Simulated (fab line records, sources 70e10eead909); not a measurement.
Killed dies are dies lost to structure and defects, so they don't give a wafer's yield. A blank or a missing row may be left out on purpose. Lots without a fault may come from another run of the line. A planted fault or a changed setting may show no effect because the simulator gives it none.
Which tool did it? | flow nand_harc | 6 lots, 18 wafers sampled, at 5 steps of a route of 1302

WHAT THE GAUGES READ, wafer by wafer
NHARC_END_SORT_01.
lot  | measured     | on        | sort_bin_4_pct (%)
L269 | day 25 22:12 | prober-01 | 6.2 4.7 4.9
L274 | day 27 21:37 | prober-02 | 5.3 7.1 4.7
L277 | day 29 03:14 | prober-02 | 1.9

WHICH TOOL RAN EACH LOT (tool, then ch and the chambers of the sampled wafers, then the start)
lot  | NHARC_P_M2_PRE_CLEAN_30      | NHARC_THIN_TSV_PRE_CLEAN_50             | NHARC_THIN_TSV_PVD_19                   | NHARC_THIN_TSV_PVD_51
L268 | pvd_sputter-01, day 7 15:13  | pvd_sputter-01, no start                | pvd_sputter-01, no start                | pvd_sputter-01, no start
L269 | pvd_sputter-03, day 8 12:38  | pvd_sputter-02, day 25 22:12 or earlier | pvd_sputter-02, day 25 22:12 or earlier | pvd_sputter-02, day 25 22:12 or earlier
L272 | pvd_sputter-01, day 9 11:36  | pvd_sputter-01, no start                | pvd_sputter-01, no start                | pvd_sputter-01, no start
L274 | pvd_sputter-02, day 10 04:08 | pvd_sputter-03, day 27 21:37 or earlier | pvd_sputter-03, day 27 21:37 or earlier | pvd_sputter-03, day 27 21:37 or earlier
L277 | pvd_sputter-03, day 11 10:02 | pvd_sputter-03, day 29 03:14 or earlier | pvd_sputter-03, day 29 03:14 or earlier | pvd_sputter-03, day 29 03:14 or earlier
L286 | pvd_sputter-02, day 15 14:17 | pvd_sputter-03, no start                | pvd_sputter-03, no start                | pvd_sputter-03, no start
- NHARC_P_M2_PRE_CLEAN_30: time 30 s.
- NHARC_THIN_TSV_PRE_CLEAN_50: time 30 s.
- NHARC_THIN_TSV_PVD_19: deposits TaN, target thk 20 nm.
- NHARC_THIN_TSV_PVD_51: deposits Cu, target thk 100 nm.

THE ANSWER, worked out from the rows above alone
Rule: what is usual is taken from the lots themselves. Put in order of their means at a reading, lots are off if they are a third of the lots or fewer, leave a main group of 4 or more, and stand apart from it by a gap of 3 or more times the standard deviation of the main group's means; of several such gaps the widest counts. A main group whose means are all the same, to the digits that the tables above print for the reading, isn't used. A lot without any number at a reading at which 4 lots or more have one is off too. The other lots that the step has rows for count as sound.
No lot is off at any reading shown: from this, nothing can be told.

WHAT THE SIMULATOR HAD PUT IN
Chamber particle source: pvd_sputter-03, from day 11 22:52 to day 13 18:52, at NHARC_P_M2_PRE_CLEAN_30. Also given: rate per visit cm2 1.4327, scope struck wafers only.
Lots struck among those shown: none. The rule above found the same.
